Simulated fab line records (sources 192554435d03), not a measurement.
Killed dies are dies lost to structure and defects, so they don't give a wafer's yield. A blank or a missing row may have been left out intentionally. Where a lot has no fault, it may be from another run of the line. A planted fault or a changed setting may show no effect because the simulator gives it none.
What tool caused it? || flow n5Finfet || 10 lots, 30 wafers sampled, at 5 steps of a route of 1938

== WHAT EACH GAUGE READ, for each wafer ==
N5_BEOL_M10_THK_MEAS_01. Usual: M10_ILD_THK 268 nm, standard deviation 3.3.
{"lot": "L869", "measured": "day 11 00:53", "on": "filmMetro-01", "M10_ILD_THK (nm)": "264 266 274", "flag": ""}
{"lot": "L868", "measured": "day 11 03:53", "on": "filmMetro-02", "M10_ILD_THK (nm)": "262 269 270", "flag": ""}
{"lot": "L871", "measured": "day 11 17:28", "on": "filmMetro-02", "M10_ILD_THK (nm)": "268 271 271", "flag": ""}
{"lot": "L872", "measured": "day 11 23:06", "on": "filmMetro-01", "M10_ILD_THK (nm)": "266 267 269", "flag": ""}
{"lot": "L882", "measured": "day 13 17:36", "on": "filmMetro-01", "M10_ILD_THK (nm)": "266 279 270", "flag": ""}
{"lot": "L879", "measured": "day 13 21:29", "on": "filmMetro-02", "M10_ILD_THK (nm)": "265 278 266", "flag": ""}
{"lot": "L880", "measured": "day 14 08:22", "on": "filmMetro-01", "M10_ILD_THK (nm)": "260 270 268", "flag": ""}
{"lot": "L884", "measured": "day 15 03:14", "on": "filmMetro-02", "M10_ILD_THK (nm)": "264 268 267", "flag": ""}
{"lot": "L889", "measured": "day 16 00:49", "on": "filmMetro-02", "M10_ILD_THK (nm)": "269 272 273", "flag": ""}
{"lot": "L891", "measured": "day 17 00:04", "on": "filmMetro-02", "M10_ILD_THK (nm)": "267 272 272", "flag": ""}

== EACH LOT AND THE TOOL THAT RAN IT (in order: tool; ch and the chambers of the sampled wafers; start) ==
{"lot": "L869", "N5_BEOL_M9_STRIP_80": "rieDiel-02 ch 2,3, day 10 22:13 or earlier", "N5_BEOL_M9_DEGAS_44": "pvdSputter-03, day 10 22:13", "N5_BEOL_M10_ILD_DEP_00": "pecvd-01 ch 0,1,2, day 11 00:15", "N5_BEOL_M10_CURE_71": "uvCure-02 ch 1, day 11 00:22"}
{"lot": "L868", "N5_BEOL_M9_STRIP_80": "rieDiel-05 ch 0,3, day 11 00:27 or earlier", "N5_BEOL_M9_DEGAS_44": "pvdSputter-03, day 11 00:27", "N5_BEOL_M10_ILD_DEP_00": "pecvd-03 ch 1,2, day 11 03:18", "N5_BEOL_M10_CURE_71": "uvCure-01 ch 2, day 11 03:32"}
{"lot": "L871", "N5_BEOL_M9_STRIP_80": "rieDiel-02 ch 0,1, day 11 14:44 or earlier", "N5_BEOL_M9_DEGAS_44": "pvdSputter-01, day 11 14:44", "N5_BEOL_M10_ILD_DEP_00": "pecvd-03 ch 0,2, day 11 16:53", "N5_BEOL_M10_CURE_71": "uvCure-02 ch 2, day 11 17:02"}
{"lot": "L872", "N5_BEOL_M9_STRIP_80": "rieDiel-04 ch 0,2,3, day 11 20:25 or earlier", "N5_BEOL_M9_DEGAS_44": "pvdSputter-01, day 11 20:25", "N5_BEOL_M10_ILD_DEP_00": "pecvd-04 ch 1,2, day 11 22:22", "N5_BEOL_M10_CURE_71": "uvCure-02 ch 1, day 11 22:45"}
{"lot": "L882", "N5_BEOL_M9_STRIP_80": "rieDiel-02 ch 0,1, day 13 15:10 or earlier", "N5_BEOL_M9_DEGAS_44": "pvdSputter-02, day 13 15:10", "N5_BEOL_M10_ILD_DEP_00": "pecvd-03 ch 1,2, day 13 17:01", "N5_BEOL_M10_CURE_71": "uvCure-02 ch 1, day 13 17:05"}
{"lot": "L879", "N5_BEOL_M9_STRIP_80": "rieDiel-05 ch 0,1,2, day 13 18:53 or earlier", "N5_BEOL_M9_DEGAS_44": "pvdSputter-03, day 13 18:53", "N5_BEOL_M10_ILD_DEP_00": "pecvd-03 ch 1,2, day 13 20:53", "N5_BEOL_M10_CURE_71": "uvCure-01 ch 0, day 13 21:02"}
{"lot": "L880", "N5_BEOL_M9_STRIP_80": "rieDiel-02 ch 2,3, day 14 05:37 or earlier", "N5_BEOL_M9_DEGAS_44": "pvdSputter-03, day 14 05:37", "N5_BEOL_M10_ILD_DEP_00": "pecvd-01 ch 0,1, day 14 07:16", "N5_BEOL_M10_CURE_71": "uvCure-01 ch 2, day 14 07:23"}
{"lot": "L884", "N5_BEOL_M9_STRIP_80": "rieDiel-05 ch 1,2,3, day 15 00:43 or earlier", "N5_BEOL_M9_DEGAS_44": "pvdSputter-02, day 15 00:43", "N5_BEOL_M10_ILD_DEP_00": "pecvd-01 ch 0,1, day 15 02:38", "N5_BEOL_M10_CURE_71": "uvCure-01 ch 2, day 15 02:43"}
{"lot": "L889", "N5_BEOL_M9_STRIP_80": "rieDiel-05 ch 2,3, day 15 22:23 or earlier", "N5_BEOL_M9_DEGAS_44": "pvdSputter-02, day 15 22:23", "N5_BEOL_M10_ILD_DEP_00": "pecvd-04 ch 0,1,2, day 16 00:14", "N5_BEOL_M10_CURE_71": "uvCure-02 ch 0, day 16 00:28"}
{"lot": "L891", "N5_BEOL_M9_STRIP_80": "rieDiel-05 ch 0,1,3, day 16 21:16 or earlier", "N5_BEOL_M9_DEGAS_44": "pvdSputter-01, day 16 21:16", "N5_BEOL_M10_ILD_DEP_00": "pecvd-03 ch 0, day 16 23:26", "N5_BEOL_M10_CURE_71": "uvCure-03 ch 0, day 16 23:38"}
- N5_BEOL_M9_STRIP_80: strips in N2/H2, time 10 s.
- N5_BEOL_M9_DEGAS_44: time 60 s.
- N5_BEOL_M10_ILD_DEP_00: deposits SiCOH lowk from DEMS/porogen, target thk 308.51 nm, time 58 s.
- N5_BEOL_M10_CURE_71: cures SiCOH lowk, time 240 s.

== AS READ BY THE TOOLS THEMSELVES (means over the sampled wafers that have a number; for cases with no such wafer, the mark the record gives instead) ==
N5_BEOL_M9_STRIP_80. Usual: drypumpMotorCurrentA 5.7 A, standard deviation 0.44; h2FlowSccm 200.0 sccm, standard deviation 0.55; oesProductAu 0.81 a.u., standard deviation 0.08; rfVppV 59.2 V, standard deviation 0.83; showerheadPlenumPTorr 2.57 Torr, standard deviation 0.11; throttleValvePct 23.89 %, standard deviation 0.27.
{"lot": "L869", "tool": "rieDiel-02", "drypumpMotorCurrentA (A)": 5.8, "h2FlowSccm (sccm)": 200.8, "oesProductAu (a.u.)": 0.87, "rfVppV (V)": 58.9, "showerheadPlenumPTorr (Torr)": 2.56, "throttleValvePct (%)": 24.00, "flag": ""}
{"lot": "L868", "tool": "rieDiel-05", "drypumpMotorCurrentA (A)": 5.5, "h2FlowSccm (sccm)": 199.8, "oesProductAu (a.u.)": 0.75, "rfVppV (V)": 59.4, "showerheadPlenumPTorr (Torr)": 2.51, "throttleValvePct (%)": 23.95, "flag": ""}
{"lot": "L871", "tool": "rieDiel-02", "drypumpMotorCurrentA (A)": 5.5, "h2FlowSccm (sccm)": 200.3, "oesProductAu (a.u.)": 0.76, "rfVppV (V)": 58.6, "showerheadPlenumPTorr (Torr)": 2.51, "throttleValvePct (%)": 23.84, "flag": ""}
{"lot": "L872", "tool": "rieDiel-04", "drypumpMotorCurrentA (A)": 5.7, "h2FlowSccm (sccm)": 200.1, "oesProductAu (a.u.)": 0.82, "rfVppV (V)": 58.9, "showerheadPlenumPTorr (Torr)": 2.62, "throttleValvePct (%)": 23.86, "flag": ""}
{"lot": "L882", "tool": "rieDiel-02", "drypumpMotorCurrentA (A)": 5.5, "h2FlowSccm (sccm)": 199.0, "oesProductAu (a.u.)": 0.75, "rfVppV (V)": 59.6, "showerheadPlenumPTorr (Torr)": 2.50, "throttleValvePct (%)": 23.85, "flag": ""}
{"lot": "L879", "tool": "rieDiel-05", "drypumpMotorCurrentA (A)": 5.7, "h2FlowSccm (sccm)": 200.0, "oesProductAu (a.u.)": 0.81, "rfVppV (V)": 59.5, "showerheadPlenumPTorr (Torr)": 2.57, "throttleValvePct (%)": 24.03, "flag": ""}
{"lot": "L880", "tool": "rieDiel-02", "drypumpMotorCurrentA (A)": 5.8, "h2FlowSccm (sccm)": 200.0, "oesProductAu (a.u.)": 0.84, "rfVppV (V)": 59.3, "showerheadPlenumPTorr (Torr)": 2.55, "throttleValvePct (%)": 24.02, "flag": ""}
{"lot": "L884", "tool": "rieDiel-05", "drypumpMotorCurrentA (A)": 5.9, "h2FlowSccm (sccm)": 199.6, "oesProductAu (a.u.)": 0.75, "rfVppV (V)": 59.1, "showerheadPlenumPTorr (Torr)": 2.55, "throttleValvePct (%)": 23.90, "flag": ""}
{"lot": "L889", "tool": "rieDiel-05", "drypumpMotorCurrentA (A)": 5.8, "h2FlowSccm (sccm)": 200.2, "oesProductAu (a.u.)": 0.79, "rfVppV (V)": 58.5, "showerheadPlenumPTorr (Torr)": 2.59, "throttleValvePct (%)": 23.70, "flag": ""}
{"lot": "L891", "tool": "rieDiel-05", "drypumpMotorCurrentA (A)": 5.9, "h2FlowSccm (sccm)": 199.7, "oesProductAu (a.u.)": 0.79, "rfVppV (V)": 59.1, "showerheadPlenumPTorr (Torr)": 2.64, "throttleValvePct (%)": 23.99, "flag": ""}

N5_BEOL_M9_DEGAS_44. Usual: 327 W for heaterPowerW, sd 29.
{"lot": "L869", "tool": "pvdSputter-03", "heaterPowerW (W)": 326, "flag": ""}
{"lot": "L868", "tool": "pvdSputter-03", "heaterPowerW (W)": 332, "flag": ""}
{"lot": "L871", "tool": "pvdSputter-01", "heaterPowerW (W)": 316, "flag": ""}
{"lot": "L872", "tool": "pvdSputter-01", "heaterPowerW (W)": 324, "flag": ""}
{"lot": "L882", "tool": "pvdSputter-02", "heaterPowerW (W)": 290, "flag": ""}
{"lot": "L879", "tool": "pvdSputter-03", "heaterPowerW (W)": 330, "flag": ""}
{"lot": "L880", "tool": "pvdSputter-03", "heaterPowerW (W)": 348, "flag": ""}
{"lot": "L884", "tool": "pvdSputter-02", "heaterPowerW (W)": 331, "flag": ""}
{"lot": "L889", "tool": "pvdSputter-02", "heaterPowerW (W)": 350, "flag": ""}
{"lot": "L891", "tool": "pvdSputter-01", "heaterPowerW (W)": 322, "flag": ""}

N5_BEOL_M10_ILD_DEP_00. Usual: heaterPowerW 351 W, standard deviation 63; showerheadPlenumPTorr 5.737 Torr, standard deviation 0.019; susceptorTempC 299.98 C, standard deviation 0.2; throttleValvePct 14.2 %, standard deviation 0.99.
{"lot": "L869", "tool": "pecvd-01", "heaterPowerW (W)": 377, "showerheadPlenumPTorr (Torr)": 5.737, "susceptorTempC (C)": 300.04, "throttleValvePct (%)": 14.6, "flag": ""}
{"lot": "L868", "tool": "pecvd-03", "heaterPowerW (W)": 336, "showerheadPlenumPTorr (Torr)": 5.725, "susceptorTempC (C)": 299.81, "throttleValvePct (%)": 13.9, "flag": ""}
{"lot": "L871", "tool": "pecvd-03", "heaterPowerW (W)": 276, "showerheadPlenumPTorr (Torr)": 5.744, "susceptorTempC (C)": 299.76, "throttleValvePct (%)": 13.9, "flag": ""}
{"lot": "L872", "tool": "pecvd-04", "heaterPowerW (W)": 350, "showerheadPlenumPTorr (Torr)": 5.723, "susceptorTempC (C)": 300.14, "throttleValvePct (%)": 13.6, "flag": ""}
{"lot": "L882", "tool": "pecvd-03", "heaterPowerW (W)": 319, "showerheadPlenumPTorr (Torr)": 5.729, "susceptorTempC (C)": 297.98, "throttleValvePct (%)": 14.1, "flag": "OFF"}
{"lot": "L879", "tool": "pecvd-03", "heaterPowerW (W)": 342, "showerheadPlenumPTorr (Torr)": 5.724, "susceptorTempC (C)": 297.92, "throttleValvePct (%)": 14.3, "flag": "OFF"}
{"lot": "L880", "tool": "pecvd-01", "heaterPowerW (W)": 381, "showerheadPlenumPTorr (Torr)": 5.741, "susceptorTempC (C)": 300.10, "throttleValvePct (%)": 14.6, "flag": ""}
{"lot": "L884", "tool": "pecvd-01", "heaterPowerW (W)": 391, "showerheadPlenumPTorr (Torr)": 5.751, "susceptorTempC (C)": 299.93, "throttleValvePct (%)": 14.6, "flag": ""}
{"lot": "L889", "tool": "pecvd-04", "heaterPowerW (W)": 323, "showerheadPlenumPTorr (Torr)": 5.743, "susceptorTempC (C)": 300.11, "throttleValvePct (%)": 13.6, "flag": ""}
{"lot": "L891", "tool": "pecvd-03", "heaterPowerW (W)": 368, "showerheadPlenumPTorr (Torr)": 5.757, "susceptorTempC (C)": 299.84, "throttleValvePct (%)": 14.7, "flag": ""}

N5_BEOL_M10_CURE_71. Usual: lampPowerPct 52.31 %, standard deviation 0.056; wafer_temp_C_max 386.9, standard deviation 0.49.
{"lot": "L869", "tool": "uvCure-02", "lampPowerPct (%)": 52.32, "wafer_temp_C_max": 387.6, "flag": ""}
{"lot": "L868", "tool": "uvCure-01", "lampPowerPct (%)": 52.25, "wafer_temp_C_max": 386.9, "flag": ""}
{"lot": "L871", "tool": "uvCure-02", "lampPowerPct (%)": 52.32, "wafer_temp_C_max": 387.2, "flag": ""}
{"lot": "L872", "tool": "uvCure-02", "lampPowerPct (%)": 52.35, "wafer_temp_C_max": 386.9, "flag": ""}
{"lot": "L882", "tool": "uvCure-02", "lampPowerPct (%)": 52.30, "wafer_temp_C_max": 387.1, "flag": ""}
{"lot": "L879", "tool": "uvCure-01", "lampPowerPct (%)": 52.35, "wafer_temp_C_max": 386.5, "flag": ""}
{"lot": "L880", "tool": "uvCure-01", "lampPowerPct (%)": 52.35, "wafer_temp_C_max": 386.9, "flag": ""}
{"lot": "L884", "tool": "uvCure-01", "lampPowerPct (%)": 52.30, "wafer_temp_C_max": 387.2, "flag": ""}
{"lot": "L889", "tool": "uvCure-02", "lampPowerPct (%)": 52.30, "wafer_temp_C_max": 386.4, "flag": ""}
{"lot": "L891", "tool": "uvCure-03", "lampPowerPct (%)": 52.35, "wafer_temp_C_max": 386.9, "flag": ""}

== THE ANSWER, worked out from the rows above alone ==
Rule: lot off if the mean of its wafers having a number is beyond 3 standard deviations from the usual mean. A lot without any number at a reading at which 4 lots or more have one is off too. Where the step has rows for the other lots, those lots are counted as sound. The gauges are gone through in route order, then the tools' own readings, and for those a lot's mean is taken as printed above. The first step at which some lot is off is used, and at that step the reading that is off furthest; a lot without a number counts as furthest.
Off at N5_BEOL_M10_ILD_DEP_00 (susceptorTempC): L882, L879.
If a tool, at that step or one of the process steps before it, ran each lot that is off and ran no sound lot following the first of them, it fits. With no start given for some of its lots, N5_BEOL_M9_STRIP_80 uses the hours and lot order of N5_BEOL_M9_DEGAS_44. Of those tried, none fits.

== WHAT WAS PUT IN BY THE SIMULATOR ==
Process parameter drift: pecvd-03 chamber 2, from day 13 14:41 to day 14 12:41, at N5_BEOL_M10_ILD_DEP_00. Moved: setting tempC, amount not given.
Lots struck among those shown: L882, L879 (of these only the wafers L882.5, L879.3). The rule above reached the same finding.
